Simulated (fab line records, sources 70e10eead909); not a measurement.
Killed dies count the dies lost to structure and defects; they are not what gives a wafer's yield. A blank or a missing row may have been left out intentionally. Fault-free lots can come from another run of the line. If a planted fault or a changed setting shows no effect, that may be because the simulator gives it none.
Matching of chambers	flow nand harc	pecvd-03 running NHARC_A_STAIRCASE_DEP_471: 3 sister chambers
The step deposits SiO2, target thk 100 nm. 16 wafers are shown with their chamber, then 8 later ones without.

WAFERS, EACH WITH ITS CHAMBER
wafer	chamber	heater power w (W)	throttle valve pct (%)	flow sccm (sccm)
L074.1	1	486	15.8	2643
L074.2	0	536	15.8	2652
L074.6	0	537	15.7	2651
L080.2	0	605	15.7	2637
L080.4	1	429	15.6	2651
L080.6	2	375	15.7	2647
L084.2	2	329	16.4	2659
L084.5	2	332	16.1	2647
L084.6	1	497	16.0	2653
L086.2	2	405	16.4	2657
L086.4	0	530	15.9	2648
L086.5	1	421	16.0	2660
L088.1	2	385	16.3	2656
L088.3	1	460	16.0	2648
L088.4	2	396	16.5	2642
L090.1	2	315	16.6	2650

SIGNATURES (means of the wafers above)
reading	chamber 0	chamber 1	chamber 2	scatter within a chamber
heater power w	552.00	458.60	362.43	35.3
throttle valve pct	15.775	15.880	16.286	0.233
flow sccm	2647.00	2651.00	2651.14	6.44
Rule: for each reading, subtract the chamber's mean from the wafer's reading, divide by that reading's scatter and square the result; add these up over the readings and take the root, which gives the wafer's distance from the chamber. The wafer belongs to the nearest chamber; if the next one is less than 2 further off, it can't be placed. How the scatter is found: for the shown wafers, subtract from each reading the mean of its chamber, square and add these, divide the total by (wafers less chambers), then take the root.

WAFERS WITHOUT THEIR CHAMBER
wafer	heater power w (W)	throttle valve pct (%)	flow sccm (sccm)
L090.3	488	16.2	2646
L090.5	560	15.8	2650
L093.2	456	15.7	2653
L093.5	443	16.1	2657
L093.6	586	15.8	2644
L097.2	314	16.3	2649
L097.3	491	15.8	2656
L097.4	325	16.6	2646

THE CHAMBER EACH PASSED THROUGH
wafer	from the rows above	in truth
L090.3	can't be placed: 1 or 0 or 2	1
L090.5	0	0
L093.2	1	1
L093.5	can't be placed: 1 or 2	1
L093.6	0	0
L097.2	2	2
L097.3	can't be placed: 1 or 0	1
L097.4	2	2
Placed correctly: 5 of 8. Cannot be placed on the basis of these rows: 3; the candidates contain the true chamber in 3. Placed wrongly: 0.
